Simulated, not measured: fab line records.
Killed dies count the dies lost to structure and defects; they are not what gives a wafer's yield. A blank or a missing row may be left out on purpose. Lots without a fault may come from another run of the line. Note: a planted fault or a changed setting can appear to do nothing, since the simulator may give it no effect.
Matching of chambers | flow nand harc | NHARC_A_ZERO_WELL_ETCH_13 on rie si-01 has 4 sister chambers
The step etches the open film in HBr/Cl2, target depth 120 nm, time 40.1 s. 14 wafers are shown with their chamber, then 7 later ones without.

== WAFERS, EACH WITH ITS CHAMBER ==
wafer  | chamber | oes product au (a.u.) | throttle valve pct (%)
L544.1 | 1       | 0.996                 | 26.400
L544.4 | 0       | 0.989                 | 26.428
L544.6 | 1       | 0.995                 | 26.394
L549.2 | 0       | 0.995                 | 26.405
L549.4 | 3       | 0.987                 | 26.420
L549.6 | 0       | 0.983                 | 26.403
L551.1 | 2       | 1.004                 | 26.399
L551.4 | 1       | 1.008                 | 26.397
L551.6 | 3       | 1.002                 | 26.414
L553.3 | 0       | 0.987                 | 26.404
L553.4 | 3       | 1.009                 | 26.379
L553.5 | 1       | 1.008                 | 26.390
L556.1 | 3       | 1.005                 | 26.414
L556.2 | 1       | 0.992                 | 26.423

SIGNATURES (averages over the wafers above)
reading            | chamber 0 | chamber 1 | chamber 2 | chamber 3 | scatter within a chamber
oes product au     | 0.98850   | 0.99980   | 1.00400   | 1.00075   | 0.00765
throttle valve pct | 26.41000  | 26.40080  | 26.39900  | 26.40675  | 0.0147
Rule: for each reading, subtract the chamber's mean from the wafer's reading, divide by that reading's scatter and square the result; add these up over the readings and take the root, which gives the wafer's distance from the chamber. If the next closest chamber is less than 2 further off than the closest, the wafer can't be placed; otherwise it belongs to the closest. How the scatter is found: for the shown wafers, subtract from each reading the mean of its chamber, square and add these, divide the total by (wafers less chambers), then take the root.

== WAFERS WITHOUT THEIR CHAMBER ==
wafer  | oes product au (a.u.) | throttle valve pct (%)
L556.4 | 1.001                 | 26.407
L557.2 | 1.000                 | 26.401
L557.3 | 0.999                 | 26.427
L557.6 | 0.996                 | 26.405
L565.2 | 1.003                 | 26.386
L565.3 | 0.996                 | 26.416
L565.5 | 1.002                 | 26.406

== EACH ONE'S CHAMBER ==
wafer  | from the rows above               | in truth
L556.4 | can't be placed: 3 or 1 or 2 or 0 | 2
L557.2 | can't be placed: 1 or 3 or 2 or 0 | 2
L557.3 | can't be placed: 3 or 1 or 0 or 2 | 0
L557.6 | can't be placed: 1 or 3 or 0 or 2 | 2
L565.2 | can't be placed: 2 or 1 or 3 or 0 | 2
L565.3 | can't be placed: 3 or 0 or 1 or 2 | 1
L565.5 | can't be placed: 3 or 1 or 2 or 0 | 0
Correct placement for 0 of the 7. Can't be placed from these rows: 7 (the true chamber is among the candidates in 7). 0 placed wrongly.
